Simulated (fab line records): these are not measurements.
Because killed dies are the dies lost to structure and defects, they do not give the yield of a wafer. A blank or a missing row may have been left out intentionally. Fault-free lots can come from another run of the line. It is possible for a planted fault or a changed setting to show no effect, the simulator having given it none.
fab line records | flow nandHarc | part 1 of 2: steps 1 to 27 of 34
record lots=5 wafers=15 lastDay=33
route steps=1302 shown A_WL_FILL@971 A_CONTACT@983
lots untouched by any fault: they come from a run of this same line in which no faults occurred
startH: hours from the record's opening day to when the first of the lot's shown wafers began | waitH: hours elapsed since this lot's preceding step | " identical to the entry in the row above | L1.1+2: a single row standing in for several wafers | - value missing, or start not given | * or withheld: withheld | < > ~ a bound
route shown NAME@n: names a module that has steps shown in the file, with the first one's number in the route | usual: mean and standard deviation over wafers with no fault | same: alike in all rows | chamber/n: place in a boat | sites: the reading at each site | _std_site: standard deviation across them | _edge_site: inner sites' mean taken away from outer sites' mean | radiusMm: how far each site lies from the wafer's centre | mask NAME#n: copy n | behind: the tool/chamber that last shaped the wafer | hold: why the lot went on hold/how many hours it stayed there/how the hold came to an end | device: names the non-switching transistor (n, p or np) | end of line: the route-end tests of the same wafers | where a step has no rows: the recipe by itself | killed: at the first sort, the dies lost to defects and structure; wafer yield is something else | map: a wafer's dies, marking killed ones x, the rest . and places with no die _
set.NAME: the setting as run; set.NAME@STEP: as run at that earlier step | model.NAME: the simulator's own value behind a step, which no gauge read
lots at selected steps of the route; one table per step, one row per wafer
services: when a tool's chamber went out of use (startH, in hours from the record's first day, below 0 if earlier), for how many hours, and the reason
## steps
# step NHARC_A_WL_FILL_CVD_23
# recipe targetThkA=400 tempC=620 pressureMtorr=200 timeS=800 material=poly-Si
# usual pressureMtorr=199.9/0.37 tubeCenterTempC=620/0.055
# same timeS=800
# columns lot.wafer tool chamber startH waitH pressureMtorr tubeCenterTempC
L076.3 lpcvdPoly-01 0 521.39 2.3 200.5 619.96
L076.4 " 0 " " 200.3 620.08
L076.5 " 0 " " 200.0 620.07
L084.1 lpcvdPoly-02 0 589.74 2.8 200.5 619.97
L084.4 " 0 " " 200.2 619.97
L084.5 " 0 " " 200.3 619.99
L091.1 lpcvdPoly-03 0 658.77 2.4 199.9 619.97
L091.2 " 0 " " 199.9 620.1
L091.4 " 0 " " 199.5 620.04
L094.1 lpcvdPoly-02 0 667.46 2.4 200.1 620.03
L094.2 " 0 " " 200.0 620.04
L094.6 " 0 " " 200.7 619.96
L096.2 lpcvdPoly-03 0 704.30 2.5 199.5 619.98
L096.4 " 0 " " 200.0 620.02
L096.6 " 0 " " 199.8 619.99
# step NHARC_A_WL_FILL_ETCHBACK_26
# recipe targetDepthA=520 timeS=13.3 hbrFlowSccm=150 rfW=350 icpW=350 biasW=60 chemistry=HBr
# usual drypumpMotorCurrentA=5.7/0.42 oesProductAu=1.003/0.007 throttleValvePct=23.266/0.0093
# same timeS=13.3
# columns lot.wafer tool chamber startH waitH drypumpMotorCurrentA oesProductAu rfHoursCounterH throttleValvePct
L076.4 rieSi-01 2 523.99 0.4 5.3 1.005 0.9 23.266
L076.3 " 3 " " 4.9 1.005 0.8 23.251
L076.5 " 3 " " 4.8 0.995 - 23.263
L084.4 rieSi-04 3 592.30 0.4 5.7 1.000 0.5 23.249
L084.1 " 1 " " 5.6 0.997 0.5 23.260
L084.5 " 0 " " 6.4 1.002 - 23.256
L091.2 rieSi-04 0 661.35 0.4 6.4 1.006 1.1 23.266
L091.4 " 2 " " 5.1 1.008 0.6 23.268
L091.1 " 3 " " 5.7 0.998 1.0 23.260
L094.2 rieSi-04 2 670.00 0.4 5.1 0.997 0.7 23.273
L094.1 " 0 " " 6.3 0.999 1.1 23.274
L094.6 " 3 " " 5.7 0.994 - 23.278
L096.4 rieSi-01 1 706.87 0.4 6.3 0.999 1.0 23.252
L096.2 " 2 " " 5.4 1.006 1.1 23.268
L096.6 " 0 " " 5.7 1.002 - 23.268
# step NHARC_A_WL_FILL_PRECLEAN_30
# recipe timeS=10 chemistry=dHF
# same timeS=10
# columns lot.wafer tool chamber startH waitH
L076.4+5+3 wetBench-07 2,4,5 524.14 0.1
L084.4+5+1 wetBench-06 1,3,4 592.45 0.1
L091.2+1+4 wetBench-06 2,4,5 661.49 0.1
L094.6+2+1 wetBench-07 4,7,0 670.16 0.1
L096.2+6+4 wetBench-07 6,7,0 707.00 0.1
# step NHARC_A_WL_FILL_SRD_14
# columns lot.wafer tool chamber startH waitH
L076.4+5+3 wetBench-07 2,4,5 524.16 0.0
L084.4+5+1 wetBench-06 1,3,4 592.47 0.0
L091.2+1+4 wetBench-06 2,4,5 661.51 0.0
L094.6+2+1 wetBench-07 4,7,0 670.18 0.0
L096.2+6+4 wetBench-07 6,7,0 707.05 0.0
# step NHARC_A_WL_FILL_ALD_19
# recipe targetThkA=20 pulseTimeS=3 aldCycles=100 tempC=450 material=TiN
# usual heaterPowerW=1089/69 precursorPulseHeightRel=0.999/0.02
# columns lot.wafer tool chamber startH waitH heaterPowerW precursorPulseHeightRel
L076.4 aldMetal-03 2 524.30 0.1 1220 0.992
L076.3 " 3 " " 1166 0.984
L076.5 " 0 " " 994 0.969
L084.1 aldMetal-02 3 592.59 0.1 1097 1.004
L084.4 " 1 " " 1032 1.007
L084.5 " 2 " " 1122 0.999
L091.2 aldMetal-02 1 661.61 0.1 1027 0.988
L091.1 " 3 " " 1058 0.966
L091.4 " 0 " " 1083 1.028
L094.1 aldMetal-04 0 670.28 0.1 1160 0.972
L094.2 " 2 " " 1106 1.003
L094.6 " 1 " " 1062 0.991
L096.4 aldMetal-03 2 707.15 0.1 1239 1.016
L096.2 " 3 " " 1204 0.972
L096.6 " 3 " " 1202 0.983
# step NHARC_A_WL_FILL_CVD_20
# recipe targetThkA=1000 tempC=400 pressureTorr=40 wf6FlowSccm=40 h2FlowSccm=1600 arFlowSccm=1560 timeS=74 material=W
# usual heaterPowerW=827/86 throttleValvePct=7.94/0.24
# same timeS=74
# columns lot.wafer tool chamber startH waitH heaterPowerW throttleValvePct
L076.3 cvdW-01 0 - - 890 8.04
L076.4 " 1 " " 976 8.52
L076.5 " 1 " " 942 8.46
L084.1 cvdW-01 1 - - 952 7.98
L084.4 " 0 " " 931 8.00
L084.5 " 1 " " 929 7.98
L091.2 cvdW-02 1 - - 746 7.63
L091.1 " 0 " " 792 7.85
L091.4 " 1 " " 738 7.58
L094.2 cvdW-01 0 - - 931 8.20
L094.1 " 1 " " 942 8.36
L094.6 " 0 " " 893 8.06
L096.2 cvdW-02 1 - - 736 7.53
L096.4 " 1 " " 752 7.69
L096.6 " 0 " " 794 7.88
# step NHARC_A_WL_FILL_CMP_12
# recipe tOverpolishS=30 targetThkNm=100
# usual motorCurrentA=11.4/1 overpolishRunS=29.999/0.0095 timeToEndpointS=19.5/2.2
# columns lot.wafer tool chamber startH waitH motorCurrentA overpolishRunS timeToEndpointS
L076.3 cmp-04 0 524.67 0.1 11.8 30.004 17.3
L076.4 " 2 " " 11.5 30.001 20.0
L076.5 " 0 " " 12.2 29.987 19.3
L084.1 cmp-03 2 593.08 0.1 10.3 29.992 19.7
L084.4 " 3 " " 10.7 29.984 19.6
L084.5 " 3 " " 11.0 29.991 17.7
L091.1 cmp-02 2 662.02 0.2 10.3 30.006 19.3
L091.4 " 3 " " 11.1 29.989 18.5
L091.2 " 0 " " 13.5 29.993 18.7
L094.2 cmp-02 3 670.68 0.2 11.4 29.994 18.4
L094.1 " 0 " " 12.8 30.000 19.9
L094.6 " 2 " " 10.3 30.004 18.8
L096.2 cmp-02 3 707.67 0.2 11.0 29.996 16.0
L096.4 " 0 " " 13.6 30.012 19.1
L096.6 " 3 " " 11.4 29.986 17.7
# step NHARC_A_WL_FILL_SRD_31
# columns lot.wafer tool chamber startH waitH
L076.4+5+3 wetBench-02 5,6,7 524.96 0.0
L084.5+1+4 wetBench-02 3,4,6 593.41 0.0
L091.4+1+2 wetBench-02 1,3,5 662.31 0.0
L094.6+1+2 wetBench-07 3,5,7 670.98 0.0
L096.4+6+2 wetBench-07 0,4,5 707.97 0.0
# step NHARC_A_WL_FILL_INSPECT_15
# usual rawDefectCount=460/170
# columns lot.wafer tool chamber startH waitH rawDefectCount
L076.3 defectInspect-01 - 525.13 0.0 562
L076.4 " - " " 499
L076.5 " - " " 483
L084.1 defectInspect-01 - 593.57 0.0 827
L084.4 " - " " 1250
L084.5 " - " " 1044
L091.1 defectInspect-02 - 662.46 0.0 769
L091.2 " - " " 680
L091.4 " - " " 648
L094.1 defectInspect-02 - 671.12 0.0 417
L094.2 " - " " 348
L094.6 " - " " 388
L096.2 defectInspect-01 - 708.16 0.0 285
L096.4 " - " " 308
L096.6 " - " " 293
# step NHARC_A_CONTACT_DEP_24
# recipe targetThkA=5000 tempC=400 pressureTorr=6.5 rfW=900 teosFlowSccm=161.4 flowSccm=2650 targetThkNm=500 gas=O2 material=SiO2
# usual heaterPowerW=528/96 throttleValvePct=16.0/0.69
# columns lot.wafer tool chamber startH waitH heaterPowerW throttleValvePct
L076.3 pecvd-04 2 525.26 0.1 547 15.7
L076.4 " 1 " " 417 16.4
L076.5 " 0 " " 656 14.3
L084.1 pecvd-04 0 593.79 0.2 521 14.8
L084.4 " 1 " " 454 16.2
L084.5 " 1 " " 467 16.4
L091.2 pecvd-02 0 662.53 0.1 734 15.8
L091.1 " 2 " " 388 16.1
L091.4 " 2 " " 410 16.1
L094.1 pecvd-02 2 671.19 0.1 429 16.1
L094.2 " 0 " " 707 16.0
L094.6 " 1 " " 492 17.0
L096.2 pecvd-04 2 708.22 0.1 499 15.6
L096.6 " 2 " " 540 15.3
L096.4 " 1 " " 487 16.5
# step NHARC_A_CONTACT_DEP_28
# recipe targetThkA=70000 tempC=400 material=aC
# usual throttleValvePct=34.999/0.0085
# columns lot.wafer tool chamber startH waitH throttleValvePct
L076.3 aclDep-02 0 529.78 4.0 35.004
L076.4 " 0 " " 35.003
L076.5 " 0 " " 34.991
L084.1 aclDep-02 0 595.54 1.0 34.991
L084.4 " 0 597.67 3.1 35.002
L084.5 " 0 " " 35.005
L091.1 aclDep-03 0 663.45 0.4 34.996
L091.2 " 0 " " 35.007
L091.4 " 0 665.58 2.5 34.998
L094.1 aclDep-02 0 676.14 4.4 35.008
L094.2 " 0 " " 34.992
L094.6 " 0 679.71 8.0 35.010
L096.2 aclDep-01 0 709.54 0.8 34.999
L096.4 " 0 710.96 2.2 34.994
L096.6 " 0 712.38 3.6 34.996
# step NHARC_A_CONTACT_DEP_29
# recipe targetThkA=1000 targetThkNm=100 tempC=400 pressureTorr=3.5 flowSccm=200 rfW=350 material=SiON
# usual heaterPowerW=720/94
# columns lot.wafer tool chamber startH waitH heaterPowerW
L076.3 pecvd-02 2 532.64 2.2 720
L076.5 " 1 " " 701
L076.4 " 2 " " 709
L084.1 pecvd-01 2 600.03 3.8 673
L084.5 " 1 " " 723
L084.4 " 2 " " 528
L091.1 pecvd-02 1 667.74 3.6 715
L091.2 " 2 " " 689
L091.4 " 2 " " 693
L094.1 pecvd-04 1 680.49 3.6 572
L094.2 " 2 " " 836
L094.6 " 0 " " 776
L096.2 pecvd-02 1 713.23 3.0 721
L096.6 " 0 " " 903
L096.4 " 1 " " 725
# step NHARC_A_CONTACT_DEHYDRATE_32
# recipe tempC=150 timeS=120
# same timeS=120
# columns lot.wafer tool chamber startH waitH
L076.3+4+5 lithoTrack-01 0 532.89 0.2
L084.1+4+5 lithoTrack-04 0 600.24 0.2
L091.1+2+4 lithoTrack-01 0 668.01 0.2
L094.1+2+6 lithoTrack-06 0 680.76 0.2
L096.2+4+6 lithoTrack-01 0 713.44 0.2
# step NHARC_A_CONTACT_HMDS_33
# recipe timeS=30
# same timeS=30
# columns lot.wafer tool chamber startH waitH
L076.3+4+5 lithoTrack-01 0 - -
L084.1+4+5 lithoTrack-04 0 - -
L091.1+2+4 lithoTrack-01 0 - -
L094.1+2+6 lithoTrack-06 0 - -
L096.2+4+6 lithoTrack-01 0 - -
# step NHARC_A_CONTACT_COAT_34
# recipe tempC=260 timeS=75
# same timeS=75
# columns lot.wafer tool chamber startH waitH
L076.3+4+5 lithoTrack-01 0 - -
L084.1+4+5 lithoTrack-04 0 - -
L091.1+2+4 lithoTrack-01 0 - -
L094.1+2+6 lithoTrack-06 0 - -
L096.2+4+6 lithoTrack-01 0 - -
# step NHARC_A_CONTACT_COAT_35
# recipe tempC=225 timeS=65
# same timeS=65
# columns lot.wafer tool chamber startH waitH
L076.3+4+5 lithoTrack-01 0 - -
L084.1+4+5 lithoTrack-04 0 - -
L091.1+2+4 lithoTrack-01 0 - -
L094.1+2+6 lithoTrack-06 0 - -
L096.2+4+6 lithoTrack-01 0 - -
# step NHARC_A_CONTACT_COAT_36
# recipe spinRpm=1500 resistThkNm=90
# columns lot.wafer tool chamber startH waitH
L076.3+4+5 lithoTrack-01 0 - -
L084.1+4+5 lithoTrack-04 0 - -
L091.1+2+4 lithoTrack-01 0 - -
L094.1+2+6 lithoTrack-06 0 - -
L096.2+4+6 lithoTrack-01 0 - -
# step NHARC_A_CONTACT_SOFTBAKE_37
# recipe tempC=105 timeS=55
# same timeS=55
# columns lot.wafer tool chamber startH waitH
L076.3+4+5 lithoTrack-01 0 - -
L084.1+4+5 lithoTrack-04 0 - -
L091.1+2+4 lithoTrack-01 0 - -
L094.1+2+6 lithoTrack-06 0 - -
L096.2+4+6 lithoTrack-01 0 - -
# step NHARC_A_CONTACT_EBR_38
# columns lot.wafer tool chamber startH waitH
L076.3+4+5 lithoTrack-01 0 - -
L084.1+4+5 lithoTrack-04 0 - -
L091.1+2+4 lithoTrack-01 0 - -
L094.1+2+6 lithoTrack-06 0 - -
L096.2+4+6 lithoTrack-01 0 - -
# step NHARC_A_CONTACT_EXPOSE_39
# recipe na=1.35 sigmaOuter=0.8 doseMj=58.79 maskId=A_CC_3
# usual stageVelMmS=499.96/0.22
# same sigmaOuter=0.8
# columns lot.wafer tool chamber startH waitH mask stageVelMmS
L076.3 arfiScanner-01 0 533.20 - A_CC_3#0 499.64
L076.4 " 0 " " A_CC_3#0 500.38
L076.5 " 0 " " A_CC_3#0 500.13
L084.1 arfiScanner-03 0 600.43 - A_CC_3#0 500.03
L084.4 " 0 " " A_CC_3#0 499.62
L084.5 " 0 " " A_CC_3#0 499.79
L091.1 arfiScanner-01 0 668.19 - A_CC_3#0 499.75
L091.2 " 0 " " A_CC_3#0 500.05
L091.4 " 0 " " A_CC_3#0 499.93
L094.1 arfiScanner-01 0 681.06 - A_CC_3#0 500.12
L094.2 " 0 " " A_CC_3#0 500.01
L094.6 " 0 " " A_CC_3#0 499.86
L096.2 arfiScanner-01 0 713.75 - A_CC_3#0 500.06
L096.4 " 0 " " A_CC_3#0 499.86
L096.6 " 0 " " A_CC_3#0 499.90
# step NHARC_A_CONTACT_PEB_40
# recipe pebTempC=100 pebTimeS=65
# same pebTimeS=65
# columns lot.wafer tool chamber startH waitH
L076.3+4+5 lithoTrack-04 0 533.26 0.0
L084.1+4+5 lithoTrack-06 0 600.49 0.1
L091.1+2+4 lithoTrack-06 0 668.25 0.1
L094.1+2+6 lithoTrack-04 0 681.12 0.1
L096.2+4+6 lithoTrack-04 0 713.81 0.1
# step NHARC_A_CONTACT_DEVELOP_41
# recipe developTimeS=35 devTempC=23
# columns lot.wafer tool chamber startH waitH
L076.3+4+5 lithoTrack-04 0 - -
L084.1+4+5 lithoTrack-06 0 - -
L091.1+2+4 lithoTrack-06 0 - -
L094.1+2+6 lithoTrack-04 0 - -
L096.2+4+6 lithoTrack-04 0 - -
# step NHARC_A_CONTACT_CD_MEAS_42
# recipe targetCdNm=300 landingEnergyEv=500
# usual cdNm=300.0/0.48
# columns lot.wafer tool chamber startH waitH cdNm
L076.3 cdSem-01 0 533.34 - 300.2
L076.4 " 0 " " 300.1
L076.5 " 0 " " 299.9
L084.1 cdSem-01 0 600.57 - 299.8
L084.4 " 0 " " 300.0
L084.5 " 0 " " 300.0
L091.1 cdSem-03 0 668.33 - 299.7
L091.2 " 0 " " 299.8
L091.4 " 0 " " 299.8
L094.1 cdSem-01 0 681.20 - 300.1
L094.2 " 0 " " 300.0
L094.6 " 0 " " 300.2
L096.2 cdSem-03 0 713.89 - 300.4
L096.4 " 0 " " 300.6
L096.6 " 0 " " 300.7
# step NHARC_A_CONTACT_OVL_MEAS_43
# usual overlayXNm=0.3/0.85 overlayYNm=0.0/0.69
# columns lot.wafer tool chamber startH waitH overlayXNm overlayYNm
L076.3 overlay-01 - 533.42 - 1.4 0.4
L076.4 " - " " 1.0 0.5
L076.5 " - " " 0.6 0.5
L084.1 overlay-01 - 600.66 - -0.7 0.0
L084.4 " - " " -0.3 -0.1
L084.5 " - " " -1.1 0.3
L091.1 overlay-02 - 668.42 - -0.1 0.0
L091.2 " - " " -0.4 0.0
L091.4 " - " " -0.2 -0.2
L094.1 overlay-02 - 681.29 - -0.2 0.3
L094.2 " - " " -0.8 0.3
L094.6 " - " " -0.6 0.1
L096.2 overlay-02 - 713.98 - 1.0 -0.2
L096.4 " - " " 1.0 0.0
L096.6 " - " " 1.2 -0.1
# step NHARC_A_CONTACT_INSPECT_44
# usual rawDefectCount=70/38
# columns lot.wafer tool chamber startH waitH rawDefectCount
L076.3 defectInspect-01 - 533.46 0.0 99
L076.4 " - " " 104
L076.5 " - " " 98
L084.1 defectInspect-02 - 600.69 0.0 84
L084.4 " - " " 88
L084.5 " - " " 83
L091.1 defectInspect-01 - 668.46 0.0 75
L091.2 " - " " 74
L091.4 " - " " 72
L094.1 defectInspect-01 - 681.33 0.0 27
L094.2 " - " " 32
L094.6 " - " " 34
L096.2 defectInspect-02 - 714.01 0.0 25
L096.4 " - " " 19
L096.6 " - " " 14
# step NHARC_A_CONTACT_DESCUM_47
# recipe timeS=3 o2FlowSccm=200 arFlowSccm=0 biasPowerW=0 chemistry=O2
# usual drypumpMotorCurrentA=5.7/0.55 oesProductAu=1.001/0.007 rfVppV=57.7/1 showerheadPlenumPTorr=1.88/0.089 throttleValvePct=11.311/0.01
# same timeS=3
# columns lot.wafer tool chamber startH waitH drypumpMotorCurrentA oesProductAu rfHoursCounterH rfVppV showerheadPlenumPTorr throttleValvePct
L076.3 rieDiel-05 1 533.53 0.1 5.0 1.009 38 58.9 2.05 11.311
L076.4 " 2 " " 6.4 0.995 50 57.4 1.76 11.313
L076.5 " 1 " " 5.0 1.002 - 59.2 2.05 11.320
L084.4 rieDiel-06 2 600.76 0.1 5.8 1.001 32 58.3 1.93 11.304
L084.1 " 0 " " 5.7 1.003 28 58.4 1.83 11.299
L084.5 " 2 " " 5.8 1.005 - 58.2 1.93 11.321
L091.4 rieDiel-02 2 668.52 0.1 6.3 0.993 18 55.4 1.79 11.311
L091.1 " 3 " " 5.8 1.000 14 56.3 1.88 11.303
L091.2 " 1 " " 5.8 0.999 14 58.4 1.98 11.298
L094.1 rieDiel-02 3 681.40 0.1 5.9 1.004 16 58.2 1.88 11.318
L094.2 " 0 " " 4.8 0.996 16 56.9 1.84 11.308
L094.6 " 3 " " 5.8 1.002 - 56.9 1.88 11.308
L096.2 rieDiel-02 0 714.08 0.1 4.8 1.005 25 57.1 1.83 11.305
L096.4 " 3 " " 5.8 1.010 24 56.1 1.87 11.309
L096.6 " 1 " " 5.8 1.010 - 58.0 1.97 11.303
# step NHARC_A_CONTACT_ETCH_48
# recipe targetDepthA=390 overEtchFrac=0.3 timeS=65 ionEnergyEv=80 cf4FlowSccm=150 arFlowSccm=0 rfW=300 biasW=100 chemistry=CF4
# usual drypumpMotorCurrentA=5.8/0.53 oesProductAu=1.001/0.0067 rfVppV=150.9/1.2 showerheadPlenumPTorr=1.74/0.079 throttleValvePct=13.282/0.01
# same timeS=65
# columns lot.wafer tool chamber startH waitH drypumpMotorCurrentA oesProductAu rfHoursCounterH rfVppV showerheadPlenumPTorr throttleValvePct
L076.4 rieDiel-05 3 533.61 0.1 6.4 0.991 47 149.8 1.65 13.295
L076.3 " 2 " " 6.3 0.991 50 149.0 1.64 13.282
L076.5 " 3 " " 6.4 1.003 - 150.9 1.65 13.272
L084.4 rieDiel-06 0 600.84 0.1 5.7 1.000 28 150.2 1.70 13.284
L084.1 " 2 " " 5.8 1.012 32 152.2 1.79 13.274
L084.5 " 3 " " 5.5 1.020 - 148.8 1.65 13.280
L091.4 rieDiel-02 0 668.60 0.1 4.8 1.002 13 148.9 1.70 13.286
L091.1 " 1 " " 5.8 1.005 14 152.6 1.82 13.283
L091.2 " 2 " " 6.3 1.003 18 151.3 1.66 13.283
L094.2 rieDiel-02 2 681.47 0.1 6.3 1.008 21 149.4 1.66 13.282
L094.1 " 1 " " 5.8 1.008 18 152.4 1.82 13.297
L094.6 " 2 " " 6.3 0.994 - 149.7 1.66 13.283
L096.4 rieDiel-02 1 714.16 0.1 5.8 1.000 26 150.9 1.82 13.277
L096.2 " 2 " " 6.3 0.996 26 149.5 1.66 13.273
L096.6 " 2 " " 6.3 0.998 - 149.8 1.66 13.276
